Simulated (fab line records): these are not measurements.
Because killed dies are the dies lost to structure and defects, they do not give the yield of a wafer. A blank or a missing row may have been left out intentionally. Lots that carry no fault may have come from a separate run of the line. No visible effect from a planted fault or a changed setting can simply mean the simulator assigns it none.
fab line records ; flow nandHarc ; part 1 of 2: steps 1 to 4 of 6
record: lots: 23; wafers: 69; lastDay: 24
route steps=1159 shown A_STAIRCASE@532
lots that met no fault: taken from a fault-free run of the same line
startH: the number of hours between the record's first day and the start of the first shown wafer of the lot ; waitH: hours elapsed since this lot's preceding step ; " same as the row above ; L1.1+2: a single row standing in for several wafers ; - no value, or no start was given ; * or withheld: withheld ; < > ~ a bound
route shown NAME@n: names a module that has steps shown in the file, with the first one's number in the route ; usual: average and standard deviation across the fault-free wafers ; same: alike in all rows ; chamber/n: place in a boat ; sites: each site's reading ; _std_site: how widely they spread, as a standard deviation ; _edge_site: mean of outer sites minus mean of inner sites ; radiusMm: how far each site lies from the wafer's centre ; mask NAME#n: copy n ; behind: the tool/chamber that last shaped the wafer ; hold: the reason the lot was held/the length of the hold in hours/how it ended ; device: transistor that didn't switch, given as n, p or np ; end of line: the route-end tests of the same wafers ; for a step that has no rows: nothing shown but its recipe ; killed: count of dies lost to structure and defects at first sort (not the wafer's yield) ; map: a wafer's dies, x killed, . not, _ none there
set.NAME: the setting the step ran with; set.NAME@STEP: the setting that earlier step ran with ; model.NAME: the simulator's own value behind a step, which no gauge read
a sample of lots followed through the steps of the route, with each step as a table and each wafer as a row
services: the hour from which a tool's chamber was out of use, counted from the record's first day as startH (under 0 if before that day), plus the number of hours and why
== steps ==
step: NHARC_A_STAIRCASE_ETCH_170
recipe: targetDepthA: 2000; timeS: 66.667; ionEnergyEv: 250; c4f6FlowSccm: 25; o2FlowSccm: 20; arFlowSccm: 500; rfW: 600; biasW: 500; chemistry: C4F6/O2
usual: drypumpMotorCurrentA: 5.6/0.5; oesProductAu: 0.970/0.014; rfVppV: 547/3.5; showerheadPlenumPTorr: 3.94/0.17; throttleValvePct: 26.902/0.0094
lot.wafer;tool;chamber;startH;waitH;drypumpMotorCurrentA;oesProductAu;rfHoursCounterH;rfVppV;showerheadPlenumPTorr;throttleValvePct
L075.3;rieDiel-09;0;-;-;5.1;0.980;53;548;3.93;26.894
L075.4;rieDiel-09;1;-;-;4.9;0.949;55;546;3.89;26.887
L075.1;rieDiel-09;3;-;-;5.6;0.967;50;542;3.66;26.913
L074.1;rieDiel-08;3;-;-;5.5;0.976;37;544;3.81;26.910
L074.3;rieDiel-08;0;-;-;6.2;0.988;38;550;4.07;26.897
L074.2;rieDiel-08;1;-;-;5.6;0.974;39;543;3.70;26.894
L076.3;rieDiel-11;2;-;-;5.9;0.963;14;548;3.91;26.913
L076.6;rieDiel-11;2;-;-;5.9;0.965;-;549;3.91;26.894
L076.5;rieDiel-11;3;-;-;6.5;0.975;-;542;3.70;26.921
L077.2;rieDiel-08;1;-;-;5.6;0.981;43;542;3.70;26.888
L077.5;rieDiel-08;2;-;-;5.3;0.966;-;551;4.20;26.913
L077.6;rieDiel-08;3;-;-;5.5;0.964;-;544;3.81;26.924
L078.1;rieDiel-11;1;-;-;6.2;0.981;19;551;4.07;26.915
L078.4;rieDiel-11;3;-;-;6.5;0.993;20;541;3.70;26.897
L078.5;rieDiel-11;2;-;-;5.9;0.968;-;548;3.91;26.900
L079.3;rieDiel-08;0;-;-;6.2;0.959;45;550;4.07;26.889
L079.4;rieDiel-08;1;-;-;5.6;0.967;48;544;3.70;26.889
L079.2;rieDiel-08;2;-;-;5.4;0.973;48;553;4.20;26.910
L081.4;rieDiel-11;3;-;-;6.5;0.986;26;542;3.70;26.888
L081.2;rieDiel-11;0;-;-;6.0;0.968;27;549;4.01;26.896
L081.1;rieDiel-11;1;-;-;6.2;0.996;22;550;4.07;26.908
L080.2;rieDiel-11;1;-;-;6.2;1.000;23;550;4.07;26.917
L080.4;rieDiel-11;3;-;-;6.5;0.988;26;541;3.70;26.898
L080.3;rieDiel-11;0;-;-;6.0;0.970;27;550;4.01;26.895
L082.3;rieDiel-08;3;-;-;5.4;0.962;55;544;3.80;26.881
L082.2;rieDiel-08;0;-;-;6.2;0.936;53;550;4.06;26.901
L082.4;rieDiel-08;1;-;-;5.6;0.939;57;542;3.69;26.899
L083.1;rieDiel-08;1;-;-;5.6;0.944;58;543;3.69;26.904
L083.4;rieDiel-08;2;-;-;5.4;0.935;59;551;4.19;26.920
L083.2;rieDiel-08;3;-;-;5.5;0.951;56;543;3.80;26.889
L084.4;rieDiel-09;1;-;-;4.9;0.976;12;545;3.88;26.888
L084.2;rieDiel-09;2;-;-;4.9;0.988;14;547;3.89;26.895
L084.5;rieDiel-09;0;-;-;5.1;0.966;-;547;3.92;26.893
L085.1;rieDiel-09;0;-;-;5.1;0.987;16;547;3.92;26.905
L085.3;rieDiel-09;3;-;-;5.5;0.976;18;552;4.22;26.904
L085.6;rieDiel-09;1;-;-;4.9;0.982;-;546;3.87;26.903
L086.3;rieDiel-11;3;-;-;6.5;0.990;37;542;3.69;26.912
L086.4;rieDiel-11;1;-;-;6.2;0.992;35;549;4.06;26.909
L086.6;rieDiel-11;2;-;-;5.8;0.984;-;545;3.90;26.916
L087.2;rieDiel-09;2;-;-;4.9;0.971;19;545;3.89;26.885
L087.4;rieDiel-09;3;-;-;5.5;0.959;18;554;4.22;26.897
L087.1;rieDiel-09;1;-;-;4.9;0.977;18;547;3.87;26.898
L088.2;rieDiel-08;1;-;-;5.6;0.965;1;542;3.69;26.885
L088.4;rieDiel-08;0;-;-;6.2;0.969;1;549;4.06;26.887
L088.5;rieDiel-08;1;-;-;5.6;0.974;-;544;3.69;26.904
L089.2;rieDiel-09;0;-;-;5.1;0.971;20;548;3.92;26.902
L089.3;rieDiel-09;2;-;-;4.9;0.956;23;546;3.88;26.911
L089.4;rieDiel-09;3;-;-;5.6;0.960;22;555;4.21;26.913
L090.3;rieDiel-08;1;-;-;5.6;0.970;3;540;3.69;26.913
L090.5;rieDiel-08;1;-;-;5.6;0.964;-;543;3.69;26.896
L090.6;rieDiel-08;2;-;-;5.3;0.958;-;552;4.18;26.900
L092.1;rieDiel-09;3;-;-;5.5;0.965;33;554;4.21;26.896
L092.2;rieDiel-09;0;-;-;5.0;0.970;30;547;3.91;26.909
L092.6;rieDiel-09;1;-;-;4.9;0.964;-;546;3.86;26.885
L091.3;rieDiel-09;1;-;-;4.9;0.973;32;546;3.86;26.908
L091.4;rieDiel-09;3;-;-;5.5;0.968;-;552;4.21;26.903
L091.5;rieDiel-09;0;-;-;5.1;0.984;-;545;3.91;26.882
L094.3;rieDiel-09;1;-;-;4.9;0.960;34;546;3.86;26.911
L094.6;rieDiel-09;3;-;-;5.6;0.970;-;553;4.20;26.889
L094.4;rieDiel-09;0;-;-;5.1;0.973;-;547;3.91;26.908
L095.4;rieDiel-11;1;-;-;6.2;0.959;55;550;4.05;26.890
L095.1;rieDiel-11;0;-;-;6.0;0.949;58;548;3.99;26.890
L095.6;rieDiel-11;2;-;-;5.9;0.949;-;547;3.89;26.896
L096.4;rieDiel-08;1;-;-;5.6;0.969;14;543;3.68;26.917
L096.1;rieDiel-08;3;-;-;5.5;0.981;15;545;3.79;26.911
L096.3;rieDiel-08;0;-;-;6.2;0.971;17;551;4.05;26.910
L097.3;rieDiel-09;0;-;-;5.0;0.999;38;547;3.90;26.891
L097.4;rieDiel-09;1;-;-;4.9;0.984;39;546;3.86;26.899
L097.1;rieDiel-09;2;-;-;4.9;0.944;27;546;3.88;26.911
step: NHARC_A_STAIRCASE_ETCH_25
recipe: targetDepthA: 1000; timeS: 40.5; ionEnergyEv: 400; c4f8FlowSccm: 20; o2FlowSccm: 10; arFlowSccm: withheld; rfW: 600; biasW: 1000; chemistry: C4F8/O2
usual: oesProductAu: 0.939/0.0093; rfVppV: 897/5.3
lot.wafer;tool;chamber;startH;waitH;oesProductAu;rfHoursCounterH;rfVppV
L075.1;rieDiel-08;3;-;-;0.929;36;891
L075.3;rieDiel-08;0;-;-;0.936;37;901
L075.4;rieDiel-08;2;-;-;0.925;38;905
L074.3;rieDiel-11;2;-;-;0.947;13;896
L074.1;rieDiel-11;3;-;-;0.943;14;889
L074.2;rieDiel-11;0;-;-;0.942;16;899
L076.3;rieDiel-09;2;-;-;0.940;59;894
L076.5;rieDiel-09;0;-;-;0.935;-;897
L076.6;rieDiel-09;1;-;-;0.943;-;896
L077.2;rieDiel-09;3;-;-;0.942;57;886
L077.6;rieDiel-09;0;-;-;0.931;-;896
L077.5;rieDiel-09;1;-;-;0.930;-;895
L078.1;rieDiel-11;3;-;-;0.960;21;888
L078.4;rieDiel-11;2;-;-;0.963;19;896
L078.5;rieDiel-11;0;-;-;0.940;-;899
L079.2;rieDiel-08;1;-;-;0.939;50;890
L079.4;rieDiel-08;2;-;-;0.932;50;905
L079.3;rieDiel-08;0;-;-;0.931;46;901
L081.1;rieDiel-09;2;-;-;0.940;6;895
L081.4;rieDiel-09;3;-;-;0.947;5;906
L081.2;rieDiel-09;0;-;-;0.948;4;896
L080.3;rieDiel-08;3;-;-;0.939;54;892
L080.4;rieDiel-08;1;-;-;0.943;56;889
L080.2;rieDiel-08;2;-;-;0.936;57;905
L082.3;rieDiel-09;3;-;-;0.938;8;907
L082.2;rieDiel-09;0;-;-;0.939;6;897
L082.4;rieDiel-09;1;-;-;0.948;7;892
L083.1;rieDiel-09;2;-;-;0.927;12;894
L083.4;rieDiel-09;3;-;-;0.926;12;905
L083.2;rieDiel-09;0;-;-;0.947;10;896
L084.2;rieDiel-11;1;-;-;0.955;33;902
L084.4;rieDiel-11;2;-;-;0.936;35;894
L084.5;rieDiel-11;0;-;-;0.951;-;900
L085.3;rieDiel-09;1;-;-;0.938;19;895
L085.1;rieDiel-09;2;-;-;0.941;22;894
L085.6;rieDiel-09;1;-;-;0.945;-;893
L086.3;rieDiel-11;1;-;-;0.939;38;900
L086.4;rieDiel-11;2;-;-;0.932;41;894
L086.6;rieDiel-11;2;-;-;0.927;-;896
L087.1;rieDiel-09;3;-;-;0.932;21;905
L087.2;rieDiel-09;1;-;-;0.934;19;895
L087.4;rieDiel-09;2;-;-;0.937;22;895
L088.2;rieDiel-09;0;-;-;0.950;19;896
L088.4;rieDiel-09;2;-;-;0.946;23;893
L088.5;rieDiel-09;0;-;-;0.957;-;895
L089.2;rieDiel-09;0;-;-;0.937;22;895
L089.4;rieDiel-09;2;-;-;0.942;26;895
L089.3;rieDiel-09;3;-;-;0.933;25;906
L090.3;rieDiel-11;0;-;-;0.935;45;899
L090.6;rieDiel-11;3;-;-;0.934;-;888
L090.5;rieDiel-11;0;-;-;0.930;-;899
L092.1;rieDiel-08;2;-;-;0.918;15;904
L092.2;rieDiel-08;0;-;-;0.920;13;900
L092.6;rieDiel-08;0;-;-;0.928;-;900
L091.3;rieDiel-09;1;-;-;0.927;34;895
L091.5;rieDiel-09;3;-;-;0.929;-;906
L091.4;rieDiel-09;0;-;-;0.934;-;896
L094.4;rieDiel-08;3;-;-;0.948;14;891
L094.3;rieDiel-08;0;-;-;0.941;16;899
L094.6;rieDiel-08;2;-;-;0.943;-;903
L095.4;rieDiel-11;1;-;-;0.933;58;898
L095.1;rieDiel-11;2;-;-;0.937;60;893
L095.6;rieDiel-11;1;-;-;0.934;-;900
L096.1;rieDiel-11;2;-;-;0.922;60;894
L096.4;rieDiel-11;3;-;-;0.934;60;888
L096.3;rieDiel-11;1;-;-;0.934;58;899
L097.1;rieDiel-11;1;-;-;0.952;59;900
L097.4;rieDiel-11;2;-;-;0.943;61;895
L097.3;rieDiel-11;3;-;-;0.947;61;887
step: NHARC_A_STAIRCASE_ETCH_197
recipe: targetDepthA: 1000; timeS: 40.5; ionEnergyEv: 400; c4f8FlowSccm: 20; o2FlowSccm: 10; arFlowSccm: withheld; rfW: 600; biasW: 1000; chemistry: C4F8/O2
usual: oesProductAu: 0.941/0.014; rfVppV: 897/5.4
lot.wafer;tool;chamber;startH;waitH;oesProductAu;rfHoursCounterH;rfVppV
L075.4;rieDiel-09;2;-;-;0.942;55;896
L075.3;rieDiel-09;3;-;-;0.949;53;886
L075.1;rieDiel-09;0;-;-;0.942;57;897
L074.1;rieDiel-08;0;-;-;0.953;41;901
L074.3;rieDiel-08;2;-;-;0.954;42;905
L074.2;rieDiel-08;3;-;-;0.952;40;894
L076.3;rieDiel-11;2;-;-;0.910;19;896
L076.5;rieDiel-11;0;-;-;0.922;-;900
L076.6;rieDiel-11;1;-;-;0.932;-;900
L077.2;rieDiel-09;3;-;-;0.968;58;888
L077.6;rieDiel-09;3;-;-;0.977;-;886
L077.5;rieDiel-09;0;-;-;0.972;-;896
L078.1;rieDiel-11;0;-;-;0.946;25;900
L078.4;rieDiel-11;0;-;-;0.928;-;898
L078.5;rieDiel-11;3;-;-;0.944;-;888
L079.3;rieDiel-08;2;-;-;0.939;51;904
L079.4;rieDiel-08;3;-;-;0.940;48;892
L079.2;rieDiel-08;1;-;-;0.938;52;889
L081.2;rieDiel-08;1;-;-;0.923;57;889
L081.1;rieDiel-08;2;-;-;0.923;57;905
L081.4;rieDiel-08;0;-;-;0.933;54;900
L080.3;rieDiel-09;0;-;-;0.950;5;896
L080.4;rieDiel-09;2;-;-;0.930;7;896
L080.2;rieDiel-09;3;-;-;0.929;6;904
L082.3;rieDiel-09;0;-;-;0.941;8;894
L082.4;rieDiel-09;1;-;-;0.942;9;895
L082.2;rieDiel-09;2;-;-;0.948;10;894
L083.1;rieDiel-09;2;-;-;0.936;13;894
L083.2;rieDiel-09;3;-;-;0.943;13;905
L083.4;rieDiel-09;1;-;-;0.943;12;895
L084.2;rieDiel-09;3;-;-;0.945;16;906
L084.4;rieDiel-09;2;-;-;0.929;17;895
L084.5;rieDiel-09;0;-;-;0.956;-;897
L087.2;rieDiel-09;0;-;-;0.939;20;896
L087.1;rieDiel-09;2;-;-;0.944;23;894
L087.4;rieDiel-09;3;-;-;0.937;23;904
L085.1;rieDiel-09;2;-;-;0.949;23;895
L085.3;rieDiel-09;1;-;-;0.941;21;893
L085.6;rieDiel-09;2;-;-;0.959;-;895
L086.4;rieDiel-11;3;-;-;0.926;43;889
L086.3;rieDiel-11;0;-;-;0.938;44;899
L086.6;rieDiel-11;0;-;-;0.954;-;899
L088.2;rieDiel-09;2;-;-;0.948;25;894
L088.4;rieDiel-09;3;-;-;0.931;24;905
L088.5;rieDiel-09;3;-;-;0.947;-;905
L089.2;rieDiel-09;3;-;-;0.936;26;907
L089.3;rieDiel-09;0;-;-;0.927;24;895
L089.4;rieDiel-09;0;-;-;0.931;-;895
L090.3;rieDiel-11;2;-;-;0.935;48;895
L090.5;rieDiel-11;0;-;-;0.950;-;899
L090.6;rieDiel-11;1;-;-;0.954;-;899
L092.2;rieDiel-08;1;350.80;0.3;0.988;12;886
L092.1;rieDiel-08;2;350.80;0.3;0.952;17;904
L092.6;rieDiel-08;2;350.80;0.3;0.946;-;904
L091.4;rieDiel-11;1;-;-;0.949;54;900
L091.3;rieDiel-11;2;-;-;0.937;56;895
L091.5;rieDiel-11;0;-;-;0.936;-;899
L094.3;rieDiel-09;3;-;-;0.960;38;907
L094.6;rieDiel-09;1;-;-;0.966;-;894
L094.4;rieDiel-09;0;-;-;0.952;-;896
L096.1;rieDiel-08;1;-;-;0.919;18;888
L096.3;rieDiel-08;2;-;-;0.922;23;906
L096.4;rieDiel-08;3;-;-;0.929;19;891
L095.4;rieDiel-09;1;-;-;0.922;41;892
L095.1;rieDiel-09;3;-;-;0.915;42;904
L095.6;rieDiel-09;1;-;-;0.925;-;895
L097.3;rieDiel-09;1;-;-;0.944;43;891
L097.1;rieDiel-09;3;-;-;0.943;43;905
L097.4;rieDiel-09;0;-;-;0.935;41;895
step: NHARC_A_STAIRCASE_TRIM_222
recipe: timeS: 211.2; o2FlowSccm: 500; arFlowSccm: 0; biasW: 0; chemistry: O2
usual: drypumpMotorCurrentA: 5.6/0.51; oesProductAu: 0.999/0.007; rfVppV: 57.8/0.96; showerheadPlenumPTorr: 3.55/0.16; throttleValvePct: 17.037/0.01
lot.wafer;tool;chamber;startH;waitH;drypumpMotorCurrentA;oesProductAu;rfHoursCounterH;rfVppV;showerheadPlenumPTorr;throttleValvePct
L075.4;rieDiel-11;0;-;-;6.0;0.982;16;57.3;3.62;17.031
L075.1;rieDiel-11;1;-;-;6.2;1.007;15;59.0;3.66;17.050
L075.3;rieDiel-11;2;-;-;5.8;0.986;13;57.1;3.52;17.034
L074.1;rieDiel-11;3;-;-;6.5;1.002;17;55.7;3.32;17.023
L074.2;rieDiel-11;0;-;-;6.0;0.996;18;57.8;3.62;17.030
L074.3;rieDiel-11;1;-;-;6.2;1.012;17;58.0;3.66;17.061
L076.3;rieDiel-08;2;-;-;5.3;1.005;48;59.5;3.78;17.053
L076.6;rieDiel-08;1;-;-;5.6;1.001;-;56.6;3.32;17.027
L076.5;rieDiel-08;2;-;-;5.3;0.991;-;57.5;3.78;17.023
L077.2;rieDiel-11;3;-;-;6.5;1.005;21;57.4;3.32;17.039
L077.5;rieDiel-11;0;-;-;6.0;0.991;-;57.8;3.61;17.030
L077.6;rieDiel-11;2;-;-;5.8;0.992;-;57.1;3.52;17.044
L078.1;rieDiel-08;0;-;-;6.2;1.002;48;59.7;3.66;17.042
L078.4;rieDiel-08;1;-;-;5.6;1.004;51;57.9;3.32;17.039
L078.5;rieDiel-08;0;-;-;6.2;0.996;-;58.0;3.66;17.018
L079.3;rieDiel-11;0;-;-;6.0;0.999;28;57.5;3.61;17.019
L079.2;rieDiel-11;2;-;-;5.9;0.995;25;56.7;3.51;17.046
L079.4;rieDiel-11;3;-;-;6.5;1.005;27;58.2;3.32;17.069
L081.1;rieDiel-09;1;-;-;4.9;0.996;7;58.9;3.49;17.048
L081.4;rieDiel-09;2;-;-;4.9;0.997;9;58.0;3.50;17.042
L081.2;rieDiel-09;3;-;-;5.6;0.998;8;58.6;3.80;17.049
L080.4;rieDiel-11;2;-;-;5.9;0.984;29;56.6;3.51;17.025
L080.3;rieDiel-11;3;-;-;6.5;1.005;30;55.6;3.32;17.046
L080.2;rieDiel-11;0;-;-;6.0;0.997;31;57.8;3.61;17.034
L082.4;rieDiel-09;3;-;-;5.5;0.998;13;58.8;3.80;17.038
L082.3;rieDiel-09;1;-;-;4.9;1.010;11;57.5;3.49;17.034
L082.2;rieDiel-09;2;-;-;4.9;0.995;12;56.7;3.50;17.029
L083.1;rieDiel-09;3;-;-;5.5;0.992;14;59.7;3.80;17.039
L083.2;rieDiel-09;0;-;-;5.0;1.004;12;57.7;3.52;17.024
L083.4;rieDiel-09;2;-;-;4.9;1.005;14;56.6;3.50;17.046
L084.4;rieDiel-09;1;-;-;4.9;1.004;16;58.3;3.48;17.046
L084.2;rieDiel-09;3;-;-;5.6;1.005;17;57.9;3.80;17.047
L084.5;rieDiel-09;1;-;-;4.9;1.008;-;59.7;3.48;17.036
L087.2;rieDiel-08;1;-;-;5.6;0.992;4;57.0;3.31;17.045
L087.4;rieDiel-08;2;-;-;5.3;0.998;5;58.2;3.77;17.044
L087.1;rieDiel-08;0;-;-;6.2;0.998;5;59.0;3.65;17.032
L085.3;rieDiel-09;3;-;-;5.6;0.983;25;59.2;3.79;17.041
L085.1;rieDiel-09;2;-;-;4.9;0.991;26;58.2;3.49;17.038
L085.6;rieDiel-09;0;-;-;5.1;0.995;-;56.4;3.52;17.021
L088.2;rieDiel-11;3;-;-;6.5;0.990;45;57.6;3.31;17.019
L088.4;rieDiel-11;0;-;-;6.0;1.003;46;57.7;3.60;17.033
L088.5;rieDiel-11;2;-;-;5.9;0.997;-;57.3;3.50;17.031
L086.4;rieDiel-08;0;-;-;6.2;0.991;6;58.2;3.65;17.022
L086.3;rieDiel-08;3;-;-;5.5;1.007;6;57.2;3.41;17.042
L086.6;rieDiel-08;1;-;-;5.6;0.997;-;56.8;3.31;17.018
L089.2;rieDiel-08;2;-;-;5.4;0.994;7;59.6;3.77;17.033
L089.4;rieDiel-08;3;-;-;5.5;0.998;8;56.0;3.41;17.024
L089.3;rieDiel-08;0;-;-;6.2;1.006;7;59.2;3.65;17.032
L090.3;rieDiel-09;1;-;-;4.9;1.006;26;58.3;3.48;17.034
L090.6;rieDiel-09;0;-;-;5.1;0.996;-;58.6;3.52;17.038
L090.5;rieDiel-09;1;-;-;4.9;0.991;-;57.9;3.48;17.049
L092.1;rieDiel-09;0;-;-;5.1;0.994;34;57.4;3.51;17.021
L092.2;rieDiel-09;3;-;-;5.5;0.987;37;58.2;3.79;17.049
L092.6;rieDiel-09;0;-;-;5.1;0.999;-;56.3;3.51;17.039
L091.3;rieDiel-09;0;-;-;5.1;0.998;35;59.9;3.51;17.026
L091.4;rieDiel-09;3;-;-;5.5;0.995;-;59.3;3.79;17.041
L091.5;rieDiel-09;0;-;-;5.1;0.998;-;56.4;3.51;17.041
L094.4;rieDiel-11;3;-;-;6.5;1.008;60;57.8;3.30;17.021
L094.3;rieDiel-11;0;-;-;6.0;0.997;61;57.6;3.59;17.045
L094.6;rieDiel-11;3;-;-;6.4;1.007;-;57.7;3.30;17.043
L096.4;rieDiel-09;3;-;-;5.5;0.993;42;57.5;3.78;17.029
L096.1;rieDiel-09;1;-;-;4.9;1.002;42;58.2;3.47;17.038
L096.3;rieDiel-09;2;-;-;4.9;1.001;30;56.7;3.49;17.045
L095.1;rieDiel-08;0;-;-;6.2;1.005;22;57.8;3.64;17.032
L095.4;rieDiel-08;2;-;-;5.3;1.001;25;59.5;3.76;17.035
L095.6;rieDiel-08;0;-;-;6.2;1.004;-;58.2;3.64;17.039
L097.3;rieDiel-08;3;-;-;5.5;0.998;22;56.6;3.40;17.043
L097.4;rieDiel-08;0;-;-;6.2;1.001;24;58.5;3.64;17.048
L097.1;rieDiel-08;1;-;-;5.6;1.011;22;58.2;3.30;17.051
